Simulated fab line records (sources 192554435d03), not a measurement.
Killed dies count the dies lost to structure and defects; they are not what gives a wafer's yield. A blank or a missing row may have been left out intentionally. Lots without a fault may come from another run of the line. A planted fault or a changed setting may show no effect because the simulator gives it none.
Matching of chambers -- flow n5-finfet -- N5_BEOL_M10_DESCUM_16 on rie-diel-06: 4 sister chambers
The step chemistry O2, time 7.9 s. 20 wafers are shown with their chamber, then 10 later ones without.

## WAFERS PAIRED WITH THEIR CHAMBERS
wafer,chamber,throttle-valve-pct (%),showerhead-plenum-p-Torr (Torr),drypump-motor-current-A (A)
L079.2,3,20.51,2.02,5.5
L079.3,1,19.92,2.02,5.4
L079.4,2,20.32,2.14,5.3
L084.2,0,20.59,2.01,6.5
L084.3,1,19.94,2.02,5.4
L084.5,0,20.60,2.01,6.5
L082.1,1,19.94,2.02,5.4
L082.3,3,20.55,2.02,5.6
L082.4,0,20.58,2.01,6.5
L085.2,3,20.55,2.02,5.5
L085.3,1,19.94,2.02,5.5
L085.4,2,20.34,2.14,5.4
L086.1,0,20.58,2.01,6.5
L086.5,0,20.59,2.01,6.5
L086.6,3,20.56,2.01,5.5
L087.1,1,19.96,2.01,5.4
L087.3,0,20.60,2.01,6.5
L087.6,1,19.96,2.01,5.4
L092.1,0,20.60,2.00,6.5
L092.4,1,19.95,2.01,5.5

SIGNATURES (averages over the wafers above)
reading,chamber 0,chamber 1,chamber 2,chamber 3,scatter within a chamber
throttle-valve-pct,20.5914,19.9443,20.3300,20.5425,0.0144
showerhead-plenum-p-Torr,2.0086,2.0157,2.1400,2.0175,0.00456
drypump-motor-current-A,6.500,5.429,5.350,5.525,0.0409
Rule: a wafer lies at a distance from a chamber equal to the root of the sum of squares, over the readings, of (its reading less the chamber's mean, divided by the reading's scatter). If the next closest chamber is less than 2 further off than the closest, the wafer can't be placed; otherwise it belongs to the closest. The scatter is the square root of a quotient: the sum, over the shown wafers, of each reading's squared deviation from its chamber's mean, divided by wafers minus chambers.

## WAFERS MISSING THEIR CHAMBER
wafer,throttle-valve-pct (%),showerhead-plenum-p-Torr (Torr),drypump-motor-current-A (A)
L092.6,20.56,2.01,5.5
L091.1,20.55,2.01,5.6
L091.2,20.61,2.00,6.5
L091.3,20.37,2.14,5.3
L094.1,20.61,2.00,6.5
L094.5,20.58,2.01,5.5
L094.6,20.59,2.00,6.5
L096.1,20.63,2.00,6.5
L096.2,20.38,2.13,5.3
L096.4,20.59,2.01,5.6

## WHICH CHAMBER EACH WENT THROUGH
wafer,from the rows above,in truth
L092.6,3,3
L091.1,3,3
L091.2,0,0
L091.3,2,2
L094.1,0,0
L094.5,3,3
L094.6,0,0
L096.1,0,0
L096.2,2,2
L096.4,3,3
Correctly placed: 10 of 10. From these rows, 0 cannot be placed. Number placed wrongly: 0.
